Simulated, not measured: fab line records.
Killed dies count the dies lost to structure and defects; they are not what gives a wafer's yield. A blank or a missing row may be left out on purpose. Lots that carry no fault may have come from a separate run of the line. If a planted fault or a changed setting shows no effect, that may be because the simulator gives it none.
Chamber matching / flow n5Finfet / N5_BEOL_M13_ETCH_68 on rieDiel-01: 4 sister chambers
The step etches SOC in N2/H2, time 355 s. 8 wafers are shown with their chamber, then 10 later ones without.

## WAFERS WITH THEIR CHAMBER
wafer=L091.2; chamber=0; drypumpMotorCurrentA (A)=5.7; showerheadPlenumPTorr (Torr)=2.52
wafer=L091.4; chamber=1; drypumpMotorCurrentA (A)=6.0; showerheadPlenumPTorr (Torr)=2.51
wafer=L091.5; chamber=0; drypumpMotorCurrentA (A)=5.7; showerheadPlenumPTorr (Torr)=2.52
wafer=L091.6; chamber=2; drypumpMotorCurrentA (A)=5.5; showerheadPlenumPTorr (Torr)=2.62
wafer=L090.2; chamber=2; drypumpMotorCurrentA (A)=5.5; showerheadPlenumPTorr (Torr)=2.62
wafer=L090.4; chamber=3; drypumpMotorCurrentA (A)=6.5; showerheadPlenumPTorr (Torr)=2.42
wafer=L092.4; chamber=3; drypumpMotorCurrentA (A)=6.5; showerheadPlenumPTorr (Torr)=2.41
wafer=L092.5; chamber=1; drypumpMotorCurrentA (A)=6.1; showerheadPlenumPTorr (Torr)=2.50

## WAFERS WITHOUT THEIR CHAMBER
wafer=L092.6; drypumpMotorCurrentA (A)=5.5; showerheadPlenumPTorr (Torr)=2.61
wafer=L096.3; drypumpMotorCurrentA (A)=6.4; showerheadPlenumPTorr (Torr)=2.41
wafer=L096.5; drypumpMotorCurrentA (A)=6.4; showerheadPlenumPTorr (Torr)=2.41
wafer=L096.6; drypumpMotorCurrentA (A)=5.7; showerheadPlenumPTorr (Torr)=2.51
wafer=L094.1; drypumpMotorCurrentA (A)=6.5; showerheadPlenumPTorr (Torr)=2.41
wafer=L094.2; drypumpMotorCurrentA (A)=6.1; showerheadPlenumPTorr (Torr)=2.50
wafer=L094.3; drypumpMotorCurrentA (A)=5.7; showerheadPlenumPTorr (Torr)=2.51
wafer=L094.4; drypumpMotorCurrentA (A)=5.7; showerheadPlenumPTorr (Torr)=2.51
wafer=L094.5; drypumpMotorCurrentA (A)=6.0; showerheadPlenumPTorr (Torr)=2.50
wafer=L094.6; drypumpMotorCurrentA (A)=6.4; showerheadPlenumPTorr (Torr)=2.41

## EACH ONE'S CHAMBER
wafer=L092.6; from the rows above=2; in truth=2
wafer=L096.3; from the rows above=3; in truth=3
wafer=L096.5; from the rows above=3; in truth=3
wafer=L096.6; from the rows above=0; in truth=0
wafer=L094.1; from the rows above=3; in truth=3
wafer=L094.2; from the rows above=1; in truth=1
wafer=L094.3; from the rows above=0; in truth=0
wafer=L094.4; from the rows above=0; in truth=0
wafer=L094.5; from the rows above=1; in truth=1
wafer=L094.6; from the rows above=3; in truth=3
Correct placement for 10 of the 10. From these rows, 0 cannot be placed. Number placed wrongly: 0.
How it was worked out, from the rows above alone: a wafer's distance from a chamber is the root of the sum, over the readings, of the square of ((its reading less the chamber's mean) divided by the reading's scatter). If the next closest chamber is less than 2 further off than the closest, the wafer can't be placed; otherwise it belongs to the closest. The mean given for a chamber averages the wafers shown for that chamber. How the scatter is found: for the shown wafers, subtract from each reading the mean of its chamber, square and add these, divide the total by (wafers less chambers), then take the root.
